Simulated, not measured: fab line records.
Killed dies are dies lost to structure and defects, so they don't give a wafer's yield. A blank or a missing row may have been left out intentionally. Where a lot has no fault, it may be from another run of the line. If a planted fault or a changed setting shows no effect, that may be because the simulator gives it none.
Chamber matching	flow n5 finfet	N5_BEOL_M0_SAQP_SPACER2_ALD_26 on ald sin-03 has 4 sister chambers
The step deposits SiO2, target thk 15 nm, pulse time 1 s, purge time 2 s. 8 wafers are shown with their chamber, then 10 later ones without.

== EACH WAFER AND ITS CHAMBER ==
wafer	chamber	heater power w (W)	chamber pressure Torr (Torr)
L084.1	1	441	1.997
L084.2	0	393	2.012
L084.3	2	474	2.005
L085.1	3	498	2.007
L085.3	2	459	2.000
L085.4	1	447	1.999
L086.1	3	500	1.996
L086.2	0	388	2.002

== WAFERS WHOSE CHAMBER IS MISSING ==
wafer	heater power w (W)	chamber pressure Torr (Torr)
L086.4	452	1.998
L090.2	438	1.996
L090.4	383	1.999
L090.5	491	1.998
L091.1	505	2.002
L091.4	375	1.997
L091.6	386	1.994
L094.1	382	1.994
L094.2	474	2.007
L094.5	437	1.999

== THE CHAMBER EACH PASSED THROUGH ==
wafer	from the rows above	in truth
L086.4	can't be placed: 1 or 2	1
L090.2	1	1
L090.4	0	0
L090.5	3	3
L091.1	3	3
L091.4	0	0
L091.6	0	0
L094.1	0	0
L094.2	2	2
L094.5	1	1
9 of 10 placed correctly. Cannot be placed on the basis of these rows: 1; the candidates contain the true chamber in 1. Wrongly placed: 0.
How it was worked out, from the rows above alone: a wafer's distance from a chamber is the root of the sum, over the readings, of the square of ((its reading less the chamber's mean) divided by the reading's scatter). If the next closest chamber is less than 2 further off than the closest, the wafer can't be placed; otherwise it belongs to the closest. A chamber's mean is the mean of its shown wafers. The scatter: the root of (the sum of the squares of (reading less its chamber's mean) over the shown wafers, divided by (wafers less chambers)).
